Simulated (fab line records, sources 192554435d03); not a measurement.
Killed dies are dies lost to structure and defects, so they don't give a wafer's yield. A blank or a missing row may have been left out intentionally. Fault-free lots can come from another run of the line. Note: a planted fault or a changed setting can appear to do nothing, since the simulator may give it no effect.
fab line records ; flow n5Finfet
record lots=10; wafers=29; lastDay=17
route steps=1938 shown SD_EPI_N@287 BEOL_M4@1097 BEOL_M5@1112 PASSIVATION@1936
lots with no fault: from the same line, run without faults
startH: start of the lot's first displayed wafer, in hours after the record's first day ; waitH: hours since the lot's step before ; " same as the row above ; L1.1+2: one row covering several wafers at once ; - no value, or no start given ; * or withheld: withheld ; < > ~ a bound
route shown NAME@n: a module of which the file shows steps, and the number in the route of the first ; usual: average and standard deviation across the fault-free wafers ; same: alike in all rows ; chamber/n: place in a boat ; sites: readings site by site ; _std_site: the standard deviation of these ; _edge_site: inner sites' mean taken away from outer sites' mean ; radiusMm: how far each site lies from the wafer's centre ; mask NAME#n: copy n ; behind: the tool/chamber that last shaped the wafer ; hold: why the lot went on hold/how many hours it stayed there/how the hold came to an end ; device: the n, p or np transistor that did not switch ; end of line: the tests these same wafers got at the end of their route ; for a step that has no rows: nothing shown but its recipe ; killed: dies that structure and defects cost at the first sort, which is not the same as the wafer's yield ; map: a wafer's dies, marking killed ones x, the rest . and places with no die _
set.NAME: the run value of the setting; set.NAME@STEP: its run value at that earlier step ; model.NAME: the simulator's own value behind a step, which no gauge read
the route's steps for a sample of lots (tables are steps, rows are wafers)
services: a tool's chamber out of use, with start hour (startH, from the record's first day; less than 0 if before it), hours out, and reason
## steps
# step N5_SD_EPI_N_VAPOR_ETCH_50
# recipe chemistry=HCl; target=Si; tempC=775; timeS=54; pressureTorr=20; mode=isotropic
# usual susceptorTempC=775.0/0.35; throttleValvePct=11.75/0.29
lot.wafer;tool;chamber;startH;waitH;susceptorTempC;throttleValvePct
L204.3;epiRpcvd-01;0;60.75;0.2;775.3;11.80
L204.4;epiRpcvd-01;0;60.75;0.2;775.4;12.00
L204.6;epiRpcvd-01;0;60.75;0.2;774.9;12.00
L206.1;epiRpcvd-01;0;69.75;0.4;775.1;11.78
L206.3;epiRpcvd-01;0;69.75;0.4;774.8;11.92
L206.4;epiRpcvd-01;0;69.75;0.4;774.7;11.94
L207.1;epiRpcvd-01;0;80.84;0.3;775.0;11.89
L207.3;epiRpcvd-01;0;80.84;0.3;775.6;11.79
L207.5;epiRpcvd-01;0;80.84;0.3;774.9;11.75
L212.3;epiRpcvd-01;0;106.13;0.3;774.4;11.85
L212.5;epiRpcvd-01;0;106.13;0.3;-;12.08
L212.6;epiRpcvd-01;0;106.13;0.3;774.6;11.98
L213.4;epiRpcvd-01;0;116.39;0.2;774.9;11.59
L213.5;epiRpcvd-01;0;116.39;0.2;-;11.78
L221.1;epiRpcvd-03;0;158.72;0.4;774.8;11.48
L221.2;epiRpcvd-03;0;158.72;0.4;774.9;11.12
L221.3;epiRpcvd-03;0;158.72;0.4;775.0;10.99
L223.2;epiRpcvd-02;0;171.84;0.3;774.8;11.93
L223.4;epiRpcvd-02;0;171.84;0.3;774.9;11.84
L223.5;epiRpcvd-02;0;171.84;0.3;774.5;12.00
L224.1;epiRpcvd-02;0;177.34;0.3;775.5;12.05
L224.2;epiRpcvd-02;0;177.34;0.3;775.7;11.63
L224.3;epiRpcvd-02;0;177.34;0.3;775.2;11.76
L225.2;epiRpcvd-01;0;184.89;0.3;775.5;11.75
L225.3;epiRpcvd-01;0;184.89;0.3;775.3;11.59
L225.4;epiRpcvd-01;0;184.89;0.3;775.3;12.06
L226.1;epiRpcvd-01;0;190.40;0.3;775.3;11.95
L226.3;epiRpcvd-01;0;190.40;0.3;775.0;11.85
L226.6;epiRpcvd-01;0;190.40;0.3;774.8;11.87
# step N5_BEOL_M4_ANNEAL_93
# recipe tempC=400; timeS=240; ambient=vacuum
# usual heaterPowerW=842/84; susceptorTempC=400.03/0.2
# same timeS=240
lot.wafer;tool;chamber;startH;waitH;heaterPowerW;susceptorTempC
L204.3;pvdSputter-01;-;165.34;0.0;798;400.30
L204.4;pvdSputter-01;-;165.34;0.0;867;399.94
L204.6;pvdSputter-01;-;165.34;0.0;809;400.34
L206.1;pvdSputter-03;-;182.15;0.0;1008;399.81
L206.3;pvdSputter-03;-;182.15;0.0;720;400.02
L206.4;pvdSputter-03;-;182.15;0.0;709;399.95
L207.1;pvdSputter-02;-;188.03;0.0;823;399.76
L207.3;pvdSputter-02;-;188.03;0.0;846;399.95
L207.5;pvdSputter-02;-;188.03;0.0;846;399.86
L212.3;pvdSputter-02;-;229.46;0.0;819;400.09
L212.5;pvdSputter-02;-;229.46;0.0;858;400.01
L212.6;pvdSputter-02;-;229.46;0.0;860;400.12
L213.4;pvdSputter-03;-;233.17;0.0;729;400.04
L213.5;pvdSputter-03;-;233.17;0.0;912;400.43
L221.1;pvdSputter-03;-;285.96;0.0;980;400.26
L221.2;pvdSputter-03;-;285.96;0.0;713;400.27
L221.3;pvdSputter-03;-;285.96;0.0;715;400.15
L223.2;pvdSputter-03;-;289.71;0.0;730;399.81
L223.4;pvdSputter-03;-;289.71;0.0;715;399.61
L223.5;pvdSputter-03;-;289.71;0.0;732;400.02
L224.1;pvdSputter-02;-;290.03;0.0;855;400.14
L224.2;pvdSputter-02;-;290.03;0.0;859;400.19
L224.3;pvdSputter-02;-;290.03;0.0;978;399.66
L225.2;pvdSputter-02;-;293.80;0.0;807;400.16
L225.3;pvdSputter-02;-;293.80;0.0;960;400.05
L225.4;pvdSputter-02;-;293.80;0.0;849;400.32
L226.1;pvdSputter-01;-;296.89;0.0;909;400.27
L226.3;pvdSputter-01;-;296.89;0.0;795;399.86
L226.6;pvdSputter-01;-;296.89;0.0;901;400.12
# step N5_BEOL_M4_ANNEAL_51
# recipe tempC=225; timeS=90; ambient=N2
# usual annealTempC=224.97/0.16; wafer_temp_C_max=226.7/0.43
# same timeS=90
lot.wafer;tool;chamber;startH;waitH;annealTempC;wafer_temp_C_max
L204.3;rtpAnneal-01;0;166.03;0.1;224.78;227.1
L204.4;rtpAnneal-01;0;166.03;0.1;224.97;226.7
L204.6;rtpAnneal-01;0;166.03;0.1;224.98;226.5
L206.1;rtpAnneal-01;0;182.70;0.1;224.86;226.3
L206.3;rtpAnneal-01;0;182.70;0.1;225.00;226.8
L206.4;rtpAnneal-01;0;182.70;0.1;224.83;226.8
L207.1;rtpAnneal-02;0;188.61;0.1;224.83;227.1
L207.3;rtpAnneal-02;0;188.61;0.1;224.75;227.0
L207.5;rtpAnneal-02;0;188.61;0.1;224.72;226.2
L212.3;rtpAnneal-02;0;230.11;0.1;224.75;226.8
L212.5;rtpAnneal-02;0;230.11;0.1;225.04;226.5
L212.6;rtpAnneal-02;0;230.11;0.1;224.88;226.4
L213.4;rtpAnneal-01;0;233.86;0.2;224.94;227.2
L213.5;rtpAnneal-01;0;233.86;0.2;224.85;226.1
L221.1;rtpAnneal-02;0;286.51;0.1;224.94;227.5
L221.2;rtpAnneal-02;0;286.51;0.1;224.85;227.7
L221.3;rtpAnneal-02;0;286.51;0.1;224.91;227.2
L223.2;rtpAnneal-01;0;290.31;0.1;225.16;226.5
L223.4;rtpAnneal-01;0;290.31;0.1;225.33;226.2
L223.5;rtpAnneal-01;0;290.31;0.1;225.14;226.6
L224.1;rtpAnneal-02;0;290.58;0.1;224.77;227.1
L224.2;rtpAnneal-02;0;290.58;0.1;224.80;226.6
L224.3;rtpAnneal-02;0;290.58;0.1;224.87;227.5
L225.2;rtpAnneal-01;0;294.40;0.1;225.01;227.3
L225.3;rtpAnneal-01;0;294.40;0.1;224.91;226.4
L225.4;rtpAnneal-01;0;294.40;0.1;224.91;226.6
L226.1;rtpAnneal-01;0;297.44;0.1;225.08;226.5
L226.3;rtpAnneal-01;0;297.44;0.1;224.90;226.7
L226.6;rtpAnneal-01;0;297.44;0.1;224.88;226.2
# step N5_BEOL_M4_RC_MEAS_101
# usual DIBL_N=37.2/1.8; DIBL_P=37.5/2.5; IOFF_N=0.17/0.038; IOFF_P=0.24/0.046; ION_N=681/13; ION_P=469/8.5; REXT_N=75.3/1.7; SS_N=71.7/0.6; SS_P=73.6/0.69; VT_N=249/3.4; VT_P=-248/3.6
lot.wafer;tool;chamber;startH;waitH;DIBL_N[mV/V];DIBL_P[mV/V];IOFF_N[nA/um];IOFF_P[nA/um];ION_N[uA/um];ION_P[uA/um];REXT_N[ohm.um];SS_N[mV/dec];SS_P[mV/dec];VT_N[mV];VT_P[mV]
L204.3;prober-02;0;167.15;0.3;34.2;33.7;0.12;0.18;651;450;77.6;70.9;72.6;255;-254
L204.4;prober-02;0;167.15;0.3;35.2;34.3;0.14;0.20;661;456;77.8;71.7;73.1;253;-250
L204.6;prober-02;0;167.15;0.3;36.5;36.2;0.16;0.23;690;474;76.6;71.4;73.9;248;-247
L206.1;prober-01;0;183.60;0.0;39.9;42.1;0.24;0.28;695;472;73.9;71.9;73.5;246;-249
L206.3;prober-01;0;183.60;0.0;36.9;37.2;0.15;0.19;686;467;73.4;71.3;72.6;251;-255
L206.4;prober-01;0;183.60;0.0;38.6;39.4;0.19;0.21;673;454;74.6;71.7;73.9;249;-253
L207.1;prober-02;0;189.52;0.0;36.7;36.6;0.16;0.24;676;470;72.6;72.1;73.6;251;-246
L207.3;prober-02;0;189.52;0.0;37.9;37.4;0.17;0.26;683;478;73.3;71.4;73.4;247;-243
L207.5;prober-02;0;189.52;0.0;40.3;40.6;0.22;0.33;685;479;73.2;73.2;75.0;244;-242
L212.3;prober-01;0;231.78;0.3;36.1;39.2;0.18;0.24;684;465;75.2;72.3;74.3;249;-248
L212.5;prober-01;0;231.78;0.3;35.7;41.4;0.17;0.29;668;478;82.2;71.5;75.1;249;-245
L212.6;prober-01;0;231.78;0.3;36.3;38.1;0.17;0.22;670;459;75.8;72.2;73.6;253;-251
L213.4;prober-02;0;235.09;0.5;38.7;39.1;0.21;0.25;701;474;73.4;71.2;74.9;244;-248
L213.5;prober-02;0;235.09;0.5;33.5;35.9;0.11;0.21;648;462;81.7;70.8;73.6;255;-250
L221.1;prober-02;0;287.71;0.0;35.5;36.0;0.13;0.16;670;450;73.4;71.8;72.4;250;-257
L221.2;prober-02;0;287.71;0.0;35.7;36.7;0.14;0.18;675;457;74.0;71.1;73.8;252;-254
L221.3;prober-02;0;287.71;0.0;39.6;41.4;0.23;0.26;691;468;73.6;71.7;74.1;244;-249
L223.2;prober-01;0;291.34;0.2;36.4;38.0;0.17;0.22;691;475;77.0;71.8;73.3;250;-250
L223.4;prober-01;0;291.34;0.2;36.6;38.8;0.17;0.24;678;468;77.1;71.1;73.9;249;-247
L223.5;prober-01;0;291.34;0.2;33.9;35.6;0.13;0.19;674;468;76.9;70.4;72.5;254;-249
L224.1;prober-02;0;291.49;0.0;35.3;35.2;0.15;0.19;680;467;74.9;71.8;73.1;246;-249
L224.2;prober-02;0;291.49;0.0;37.5;38.9;0.19;0.25;699;480;75.6;72.2;73.8;246;-248
L224.3;prober-02;0;291.49;0.0;37.3;38.8;0.19;0.25;686;471;75.0;71.8;73.8;246;-247
L225.2;prober-01;0;295.41;0.2;36.3;36.7;0.16;0.23;683;468;78.3;71.2;73.2;248;-248
L225.3;prober-01;0;295.41;0.2;38.2;38.6;0.20;0.26;699;476;77.5;72.2;73.8;248;-248
L225.4;prober-01;0;295.41;0.2;33.9;33.7;0.13;0.19;671;461;77.1;71.0;73.2;252;-251
L226.1;prober-02;0;298.39;0.0;36.8;36.5;0.16;0.23;674;467;73.0;72.0;72.8;250;-247
L226.3;prober-02;0;298.39;0.0;37.9;38.9;0.18;0.25;683;465;73.6;71.8;73.7;247;-248
L226.6;prober-02;0;298.39;0.0;37.2;37.1;0.15;0.23;671;462;74.5;72.8;73.4;253;-248
# step N5_BEOL_M5_ILD_DEP_00
# recipe material=SiCOH_lowk; targetThkA=1406.4; tempC=300; precursor=DEMS/porogen; pressureTorr=5; rfW=500; timeS=25.9
# usual heaterPowerW=312/48; showerheadPlenumPTorr=5.739/0.014; showerheadVppV=1404/66; susceptorTempC=300.00/0.21; throttleValvePct=13.6/0.67
# same timeS=25.9
lot.wafer;tool;chamber;startH;waitH;heaterPowerW;showerheadPlenumPTorr;showerheadVppV;susceptorTempC;throttleValvePct
L204.3;pecvd-02;1;167.80;0.5;329;5.743;1331;300.16;13.5
L204.4;pecvd-02;1;167.80;0.5;337;5.744;1340;300.38;13.0
L204.6;pecvd-02;0;167.80;0.5;384;5.728;1527;300.24;13.6
L206.1;pecvd-01;0;184.57;0.8;307;5.711;1496;299.97;13.1
L206.3;pecvd-01;2;184.57;0.8;266;5.739;1368;300.27;14.8
L206.4;pecvd-01;1;184.57;0.8;340;5.757;1338;299.76;13.7
L207.1;pecvd-02;2;190.48;0.8;372;5.727;1436;300.14;12.8
L207.3;pecvd-02;1;190.48;0.8;302;5.759;1309;299.61;13.2
L207.5;pecvd-02;2;190.48;0.8;361;5.731;1423;300.04;12.7
L212.3;pecvd-03;1;232.45;0.5;231;5.732;1347;299.87;14.3
L212.5;pecvd-03;0;232.45;0.5;332;5.750;1470;300.06;14.0
L212.6;pecvd-03;1;232.45;0.5;236;5.738;1343;300.18;14.9
L213.4;pecvd-02;2;235.61;0.4;365;5.708;1447;299.92;12.7
L213.5;pecvd-02;1;235.61;0.4;322;5.758;1320;299.77;13.3
L221.1;pecvd-03;1;288.67;0.8;245;5.732;1359;300.29;14.9
L221.2;pecvd-03;0;288.67;0.8;323;5.772;1480;299.98;14.2
L221.3;pecvd-03;2;288.67;0.8;219;5.727;1365;299.85;13.3
L223.2;pecvd-03;0;292.15;0.7;373;5.759;1462;299.80;13.7
L223.4;pecvd-03;1;292.15;0.7;242;5.731;1357;299.84;15.0
L223.5;pecvd-03;2;292.15;0.7;253;5.736;1372;299.88;13.2
L224.1;pecvd-02;2;292.46;0.8;346;5.721;1448;300.39;12.8
L224.2;pecvd-02;0;292.46;0.8;383;5.732;1521;299.78;13.8
L224.3;pecvd-02;1;292.46;0.8;304;5.749;1359;299.91;13.1
L225.2;pecvd-02;1;296.23;0.7;332;5.743;1329;300.18;13.3
L225.3;pecvd-02;0;296.23;0.7;408;5.727;1517;299.98;13.8
L225.4;pecvd-02;0;296.23;0.7;411;5.727;1548;299.97;13.8
L226.1;pecvd-03;1;299.35;0.8;255;5.729;1315;299.67;14.8
L226.3;pecvd-03;2;299.35;0.8;281;5.727;1350;299.92;13.3
L226.6;pecvd-03;1;299.35;0.8;263;5.736;1340;299.91;14.9
# step N5_PASSIVATION_PROBE_49
# usual defectLimitedYield=91.2/1.4; killed_at_M0_to_M3=32/10; killed_at_M4_up=14/6.2; killedAtContacts=12/6.3; killedAtFrontEnd=42/13; killedAtOther=4/3.4; killedDies=104/17; killedOpen=67/12; killedShort=34/8.1; sort_bin_4_leakage=0.02/0.13; sort_bin_5_function=5.2/0.93; sort_bin_6_memory=3.2/0.65; sort_bin_8_speed=0.00/0.017; sortNPass=1075/16; sortYieldPct=91.1/1.4
# same grossDies=1180; killedAtBackSide=0
lot.wafer;tool;chamber;startH;waitH;defectLimitedYield[%];killed_at_M0_to_M3;killed_at_M4_up;killedAtContacts;killedAtFrontEnd;killedAtOther;killedDies;killedOpen;killedShort;sort_bin_4_leakage[%];sort_bin_5_function[%];sort_bin_6_memory[%];sort_bin_8_speed[%];sortNPass;sortYieldPct[%]
L204.3;prober-01;-;266.53;0.1;88.6;45;20;20;45;5;135;88;44;0;6.2;4.7;0;1045;88.6
L204.4;prober-01;-;266.58;0.2;92.7;22;21;12;31;0;86;54;31;0;4.3;2.7;0;1094;92.7
L204.6;prober-01;-;266.68;0.3;89.7;35;21;20;40;6;122;82;40;0;5.9;4.0;0;1058;89.7
L206.1;prober-02;-;288.64;0.2;93.8;23;12;7;27;4;73;48;24;0.08;3.1;3.0;0;1106;93.7
L206.3;prober-02;-;288.74;0.3;91.5;27;11;6;55;1;100;58;42;0;6.0;2.1;0;1080;91.5
L206.4;prober-02;-;288.79;0.3;92.6;40;8;6;28;5;87;57;28;0;4.7;2.4;0;1093;92.6
L207.1;prober-02;-;292.77;0.0;89.0;35;15;37;41;2;130;84;42;0;6.2;4.2;0;1050;89.0
L207.3;prober-02;-;292.87;0.1;89.8;59;17;18;22;4;120;74;45;0;6.2;3.6;0;1060;89.8
L207.5;prober-02;-;292.97;0.2;90.6;47;15;19;29;1;111;71;38;0;4.5;4.7;0;1069;90.6
L212.3;prober-01;-;336.63;0.1;91.9;34;15;8;38;1;96;59;36;0;4.7;3.2;0;1084;91.9
L212.5;prober-01;-;336.73;0.2;90.5;35;32;10;33;2;112;72;37;0;5.7;3.5;0;1068;90.5
L212.6;prober-01;-;336.78;0.3;91.7;29;27;18;23;1;98;66;28;0;4.4;3.4;0.08;1082;91.7
L213.4;prober-01;-;337.87;0.2;90.8;23;17;16;51;1;108;74;31;0;5.3;3.6;0;1072;90.8
L213.5;prober-01;-;337.92;0.2;91.4;27;23;14;33;5;102;71;28;0;4.9;3.5;0;1078;91.4
L221.1;prober-01;-;393.68;0.0;90.2;32;14;16;53;1;116;72;39;0;5.2;3.9;0;1064;90.2
L221.2;prober-01;-;393.73;0.1;90.7;41;7;9;50;3;110;73;36;0;4.8;4.3;0;1070;90.7
L221.3;prober-01;-;393.78;0.1;91.1;40;11;10;39;5;105;74;28;0;6.1;2.4;0;1075;91.1
L223.2;prober-01;-;400.40;0.1;92.4;26;8;12;38;6;90;55;32;0;4.0;3.4;0;1090;92.4
L223.4;prober-01;-;400.50;0.2;92.2;21;9;8;53;1;92;44;36;0;4.2;2.9;0;1088;92.2
L223.5;prober-01;-;400.55;0.2;92.6;20;8;6;52;1;87;45;37;0;4.6;1.8;0;1093;92.6
L224.1;prober-02;-;400.41;0.0;88.8;51;14;1;56;10;132;92;38;0;6.5;4.1;0;1048;88.8
L224.2;prober-02;-;400.46;0.1;92.2;33;26;11;21;1;92;67;24;0;5.3;2.1;0;1088;92.2
L224.3;prober-02;-;400.51;0.1;91.3;36;25;8;34;0;103;78;25;0;5.0;3.6;0;1077;91.3
L226.1;prober-02;-;402.33;0.0;92.7;26;9;6;33;12;86;60;26;0;4.5;2.5;0;1094;92.7
L226.3;prober-02;-;402.43;0.1;93.2;23;10;6;32;9;80;61;19;0;4.2;2.5;0;1100;93.2
L226.6;prober-02;-;402.58;0.3;91.4;28;5;1;51;17;102;56;43;0;4.7;3.4;0;1078;91.4
L225.2;prober-01;-;404.27;0.1;93.7;20;6;6;33;9;74;47;24;0;3.8;2.3;0;1106;93.7
L225.3;prober-01;-;404.32;0.1;89.7;32;23;11;49;6;121;80;36;0;6.4;3.5;0;1059;89.7
L225.4;prober-01;-;404.37;0.2;91.6;39;13;7;38;2;99;64;33;0;5.3;2.8;0;1081;91.6
# killed by level:class
L204.3 MOL_CONTACT_COAG:geometricParticle:open=16 STI_FIN_REVEAL:geometricParticle:open=16 BEOL_M0_SAQP:geometricParticle:short=10 BEOL_M0_SAQP:geometricParticle:open=8 BEOL_M2:geometricParticle:open=8 BEOL_M4:geometricParticle:open=7 FIN_SAQP:geometricParticle:short=6 STI_FIN_REVEAL:geometricParticle:short=6
L204.4 MOL_CONTACT_COAG:geometricParticle:open=11 FIN_SAQP:geometricParticle:short=9 BEOL_M1:geometricParticle:open=7 BEOL_M4:geometricParticle:open=7 FIN_SAQP:geometricParticle:open=6 STI_FIN_REVEAL:geometricParticle:open=4 BEOL_M0_SAQP:geometricParticle:short=4 BEOL_M6:geometricParticle:open=4
L204.6 STI_FIN_REVEAL:geometricParticle:open=16 MOL_CONTACT_COAG:geometricParticle:open=14 BEOL_M4:geometricParticle:open=14 BEOL_M0_SAQP:geometricParticle:open=11 BEOL_M0_SAQP:geometricParticle:short=9 BEOL_M1:geometricParticle:open=7 MOL_CONTACT_COAG:geometricParticle:short=6 GATE_CUT:geometricParticle:short=4
L206.1 STI_FIN_REVEAL:geometricParticle:open=7 MOL_CONTACT_COAG:geometricParticle:open=6 BEOL_M3:geometricParticle:open=6 BEOL_M0_SAQP:geometricParticle:short=5 BEOL_M2:geometricParticle:open=5 BEOL_M0_SAQP:geometricParticle:open=4 BEOL_M4:geometricParticle:open=4 FIN_SAQP:geometricParticle:short=3
L206.3 FIN_SAQP:geometricParticle:short=18 GATE_CUT:geometricParticle:short=9 FIN_SAQP:geometricParticle:open=7 MOL_CONTACT_COAG:geometricParticle:open=6 BEOL_M0_SAQP:geometricParticle:short=6 BEOL_M1:geometricParticle:open=6 ILD0:geometricParticle:open=5 BEOL_M0_SAQP:geometricParticle:open=5
L206.4 BEOL_M2:geometricParticle:open=17 BEOL_M0_SAQP:geometricParticle:short=6 BEOL_M1:geometricParticle:open=6 FIN_SAQP:geometricParticle:short=5 GATE_CUT:geometricParticle:short=5 MOL_CONTACT_COAG:geometricParticle:open=5 FIN_SAQP:geometricParticle:open=4 BEOL_M0_SAQP:geometricParticle:open=3
L207.1 MOL_CONTACT_COAG:geometricParticle:open=30 BEOL_M0_SAQP:geometricParticle:short=12 FIN_SAQP:geometricParticle:short=10 FIN_SAQP:geometricParticle:open=7 MOL_CONTACT_COAG:geometricParticle:short=7 BEOL_M0_SAQP:geometricParticle:open=6 BEOL_M3:geometricParticle:open=6 STI_FIN_REVEAL:geometricParticle:open=5
L207.3 BEOL_M0_SAQP:geometricParticle:short=20 BEOL_M0_SAQP:geometricParticle:open=16 MOL_CONTACT_COAG:geometricParticle:open=15 FIN_SAQP:geometricParticle:short=10 BEOL_M1:geometricParticle:open=7 BEOL_M3:geometricParticle:open=7 BEOL_M2:geometricParticle:open=5 BEOL_M4:geometricParticle:short=5
L207.5 BEOL_M0_SAQP:geometricParticle:open=18 MOL_CONTACT_COAG:geometricParticle:open=13 FIN_SAQP:geometricParticle:short=12 BEOL_M0_SAQP:geometricParticle:short=9 BEOL_M3:geometricParticle:open=8 BEOL_M4:geometricParticle:open=7 MOL_CONTACT_COAG:geometricParticle:short=6 BEOL_M2:geometricParticle:open=5
L212.3 BEOL_M0_SAQP:geometricParticle:short=10 STI_FIN_REVEAL:geometricParticle:open=8 BEOL_M0_SAQP:geometricParticle:open=8 MOL_CONTACT_COAG:geometricParticle:open=6 FIN_SAQP:geometricParticle:short=5 GATE_CUT:geometricParticle:open=5 BEOL_M2:geometricParticle:open=5 BEOL_M3:geometricParticle:open=5
L212.5 BEOL_M4:geometricParticle:open=17 BEOL_M0_SAQP:geometricParticle:short=9 BEOL_M2:geometricParticle:open=7 MOL_CONTACT_COAG:geometricParticle:open=6 FIN_SAQP:geometricParticle:open=5 STARTING-WAFER:geometricParticle:short=5 GATE_CUT:geometricParticle:short=5 BEOL_M3:geometricParticle:open=5
L212.6 MOL_CONTACT_COAG:geometricParticle:open=14 BEOL_M3:geometricParticle:open=14 BEOL_M4:geometricParticle:open=10 ILD0:geometricParticle:open=8 BEOL_M4:geometricParticle:short=6 MOL_CONTACT_COAG:geometricParticle:short=4 BEOL_M0_SAQP:geometricParticle:open=4 BEOL_M5:geometricParticle:open=4
L213.4 MOL_CONTACT_COAG:geometricParticle:open=15 STI_FIN_REVEAL:geometricParticle:open=13 GATE_CUT:geometricParticle:short=9 BEOL_M1:geometricParticle:open=6 BEOL_M0_SAQP:geometricParticle:open=6 FIN_SAQP:geometricParticle:short=5 FIN_SAQP:geometricParticle:open=4 BEOL_M5:geometricParticle:open=4
L213.5 MOL_CONTACT_COAG:geometricParticle:open=10 BEOL_M4:geometricParticle:open=9 GATE_CUT:geometricParticle:short=7 BEOL_M3:geometricParticle:open=7 DUMMY_GATE:geometricParticle:open=6 STI_FIN_REVEAL:geometricParticle:open=5 BEOL_M0_SAQP:geometricParticle:open=5 BEOL_M0_SAQP:geometricParticle:short=5
L221.1 MOL_CONTACT_COAG:geometricParticle:open=14 FIN_SAQP:geometricParticle:open=13 FIN_SAQP:geometricParticle:short=11 BEOL_M1:geometricParticle:open=10 BEOL_M0_SAQP:geometricParticle:open=8 BEOL_M0_SAQP:geometricParticle:short=6 BEOL_M4:geometricParticle:open=5 DUMMY_GATE:geometricParticle:open=4
L221.2 FIN_SAQP:geometricParticle:open=17 FIN_SAQP:geometricParticle:short=12 BEOL_M1:geometricParticle:open=9 MOL_CONTACT_COAG:geometricParticle:open=8 BEOL_M3:geometricParticle:open=7 BEOL_M0_SAQP:geometricParticle:short=7 BEOL_M0_SAQP:geometricParticle:open=6 STI_FIN_REVEAL:geometricParticle:open=5
L221.3 BEOL_M1:geometricParticle:open=17 FIN_SAQP:geometricParticle:short=12 MOL_CONTACT_COAG:geometricParticle:open=8 BEOL_M0_SAQP:geometricParticle:open=7 BEOL_M2:geometricParticle:open=6 BEOL_M4:geometricParticle:open=6 FIN_SAQP:geometricParticle:open=5 DUMMY_GATE:geometricParticle:open=5
L223.2 BEOL_M3:geometricParticle:open=11 FIN_SAQP:geometricParticle:short=9 FIN_SAQP:geometricParticle:open=8 MOL_CONTACT_COAG:geometricParticle:open=7 DUMMY_GATE:geometricParticle:open=5 BEOL_M1:geometricParticle:open=5 BEOL_M4:geometricParticle:open=5 GATE_CUT:geometricParticle:short=4
L224.1 STI_FIN_REVEAL:geometricParticle:open=22 BEOL_M0_SAQP:geometricParticle:open=15 BEOL_M0_SAQP:geometricParticle:short=14 FIN_SAQP:geometricParticle:open=10 BEOL_M4:geometricParticle:open=10 STI_FIN_REVEAL:geometricParticle:short=7 BEOL_M3:geometricParticle:open=7 FIN_SAQP:geometricParticle:short=4
L224.2 BEOL_M4:geometricParticle:open=13 MOL_CONTACT_COAG:geometricParticle:open=9 BEOL_M0_SAQP:geometricParticle:short=6 BEOL_M1:geometricParticle:open=6 BEOL_M2:geometricParticle:open=6 FIN_SAQP:geometricParticle:open=5 BEOL_M0_SAQP:geometricParticle:open=5 BEOL_M5:geometricParticle:open=4
L223.4 FIN_SAQP:geometricParticle:open=10 FIN_SAQP:geometricParticle:short=8 GATE_CUT:geometricParticle:short=7 ILD0:geometricParticle:short=6 BEOL_M3:geometricParticle:open=6 HKMG_FIN:areaEtch=6 STI_FIN_REVEAL:geometricParticle:open=5 MOL_CONTACT_COAG:geometricParticle:open=5
L224.3 BEOL_M4:geometricParticle:open=16 STI_FIN_REVEAL:geometricParticle:open=11 FIN_SAQP:geometricParticle:open=8 MOL_CONTACT_COAG:geometricParticle:open=8 FIN_SAQP:geometricParticle:short=7 BEOL_M2:geometricParticle:open=6 BEOL_M0_SAQP:geometricParticle:open=6 BEOL_M3:geometricParticle:open=6
L223.5 FIN_SAQP:geometricParticle:short=13 FIN_SAQP:geometricParticle:open=10 DUMMY_GATE:geometricParticle:open=7 MOL_CONTACT_COAG:geometricParticle:open=5 FIN_CUT:geometricParticle:short=4 BEOL_M3:geometricParticle:open=4 BEOL_M0_SAQP:geometricParticle:short=4 BEOL_M2:geometricParticle:open=4
L226.1 STI_FIN_REVEAL:geometricParticle:open=11 BEOL_M4:geometricParticle:open=7 FIN_SAQP:geometricParticle:short=6 BEOL_M2:geometricParticle:open=6 BEOL_M0_SAQP:geometricParticle:open=5 BEOL_M1:geometricParticle:open=5 BEOL_M0:geometricParticle:open=4 FIN_SAQP:geometricParticle:open=3
L226.3 BEOL_M0_SAQP:geometricParticle:open=7 BEOL_M1:geometricParticle:open=7 STI_FIN_REVEAL:geometricParticle:open=6 MOL_CONTACT_COAG:geometricParticle:open=6 FIN_SAQP:geometricParticle:open=5 GATE_CUT:geometricParticle:short=5 DUMMY_GATE:geometricParticle:open=4 GATE_CUT:geometricParticle:open=4
L226.6 FIN_SAQP:geometricParticle:open=11 BEOL_M0_SAQP:geometricParticle:short=11 BEOL_M0_SAQP:geometricParticle:open=11 PAD_METAL:geometricParticle:short=10 FIN_SAQP:geometricParticle:short=9 DUMMY_GATE:geometricParticle:open=6 STI_FIN_REVEAL:geometricParticle:open=5 STARTING-WAFER:geometricParticle:open=5
L225.2 STI_FIN_REVEAL:geometricParticle:open=8 MOL_CONTACT_COAG:geometricParticle:open=6 PAD_METAL:geometricParticle:short=5 STARTING-WAFER:geometricParticle:open=5 BEOL_M3:geometricParticle:open=4 FIN_SAQP:geometricParticle:open=3 DUMMY_GATE:geometricParticle:open=3 GATE_CUT:geometricParticle:short=3
L225.3 STI_FIN_REVEAL:geometricParticle:open=12 FIN_SAQP:geometricParticle:open=9 MOL_CONTACT_COAG:geometricParticle:open=9 BEOL_M1:geometricParticle:open=8 BEOL_M2:geometricParticle:short=6 BEOL_M2:geometricParticle:open=5 BEOL_M5:geometricParticle:open=5 FIN_SAQP:geometricParticle:short=4
L225.4 FIN_SAQP:geometricParticle:open=10 BEOL_M1:geometricParticle:open=9 BEOL_M0_SAQP:geometricParticle:short=8 BEOL_M1:geometricParticle:short=7 STI_FIN_REVEAL:geometricParticle:open=6 MOL_CONTACT_COAG:geometricParticle:open=6 BEOL_M2:geometricParticle:open=6 BEOL_M4:geometricParticle:open=4
## services
tool;chamber;startH;hours;kind
pecvd-02;2;54.47;2.7;repair
pvdSputter-02;-;58.58;0.5;repair
pecvd-01;1;73.04;2.1;scheduledDown
pecvd-02;2;73.63;-;clean
pecvd-02;2;73.63;29.5;scheduledDown
pecvd-02;2;73.63;29.5;ventCycle
pecvd-03;0;75.77;16.5;scheduledDown
pvdSputter-03;-;80.10;2.6;repair
pecvd-01;-;118.40;14.6;pm
pecvd-02;-;128.17;0.6;repair
pecvd-03;0;143.75;5.5;scheduledDown
pecvd-02;-;182.29;0.3;repair
pecvd-01;-;192.68;0.7;repair
pecvd-02;0;198.37;58.3;repair
pecvd-03;2;211.12;2.1;scheduledDown
pecvd-03;-;218.46;1.1;repair
rtpAnneal-01;-;244.69;2.8;pm
pecvd-02;1;298.11;5.0;scheduledDown
## key
firstSign step=N5_BEOL_M4_RC_MEAS_101; reading=REXT_N; direction=up; sigmas=3.9; usual=75.3; struck=81.9
effect none on later readings
metAt N5_SD_EPI_N_VAPOR_ETCH_50
struckLots L212,L213
struckWafers L212.5,L213.5
notActingAt N5_BEOL_M4_ANNEAL_93,N5_BEOL_M4_ANNEAL_51,N5_BEOL_M5_ILD_DEP_00
onsetBetween 80.84 106.13
fault kind=processParameterDrift; tool=epiRpcvd-01; chamber=-; onsetH=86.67; steps=N5_SD_EPI_N_VAPOR_ETCH_50; channel=timeS; offset=*; shape=step; endH=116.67; scope=struckWafersOnly; actsIn=*; stated=*
